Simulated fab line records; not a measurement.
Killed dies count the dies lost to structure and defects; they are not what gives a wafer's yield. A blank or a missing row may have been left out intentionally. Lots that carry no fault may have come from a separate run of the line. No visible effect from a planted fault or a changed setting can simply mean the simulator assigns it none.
Matching of chambers + flow nandHarc + pecvd-01 running NHARC_A_STAIRCASE_DEP_471: 3 sister chambers
The step deposits SiO2, target thk 100 nm. 6 wafers are shown with their chamber, then 7 later ones without.

## WAFERS PAIRED WITH THEIR CHAMBERS
| wafer  | chamber | throttleValvePct (%) | heaterPowerOuterW (W) |
|--------|---------|----------------------|-----------------------|
| L079.1 | 2       | 15.2                 | 308                   |
| L080.1 | 2       | 15.6                 | 265                   |
| L077.5 | 1       | 16.3                 | 219                   |
| L077.6 | 0       | 17.1                 | 374                   |
| L084.1 | 0       | 17.2                 | 362                   |
| L084.2 | 1       | 16.4                 | 248                   |

## WAFERS WITH NO CHAMBER GIVEN
| wafer  | throttleValvePct (%) | heaterPowerOuterW (W) |
|--------|----------------------|-----------------------|
| L084.5 | 15.6                 | 250                   |
| L088.2 | 17.3                 | 308                   |
| L088.3 | 15.8                 | 292                   |
| L088.6 | 16.1                 | 274                   |
| L096.3 | 16.7                 | 355                   |
| L096.4 | 15.6                 | 270                   |
| L096.6 | 16.7                 | 350                   |

## WHICH CHAMBER EACH ONE RAN IN
| wafer  | from the rows above     | in truth |
|--------|-------------------------|----------|
| L084.5 | 2                       | 2        |
| L088.2 | 0                       | 0        |
| L088.3 | can't be placed: 2 or 1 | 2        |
| L088.6 | can't be placed: 1 or 2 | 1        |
| L096.3 | 0                       | 0        |
| L096.4 | 2                       | 2        |
| L096.6 | 0                       | 0        |
Correctly placed: 5 of 7. Unplaceable from these rows: 2, with the true chamber sitting among the candidates in 2. Number placed wrongly: 0.
How it was worked out, from the rows above alone: a wafer's distance from a chamber is the root of the sum, over the readings, of the square of ((its reading less the chamber's mean) divided by the reading's scatter). The wafer belongs to the nearest chamber; if the next one is less than 2 further off, it can't be placed. A chamber's mean is the mean of its shown wafers. The scatter: take each reading less its chamber's mean, square it, sum over the shown wafers, divide by the number of wafers less the number of chambers, and take the root.
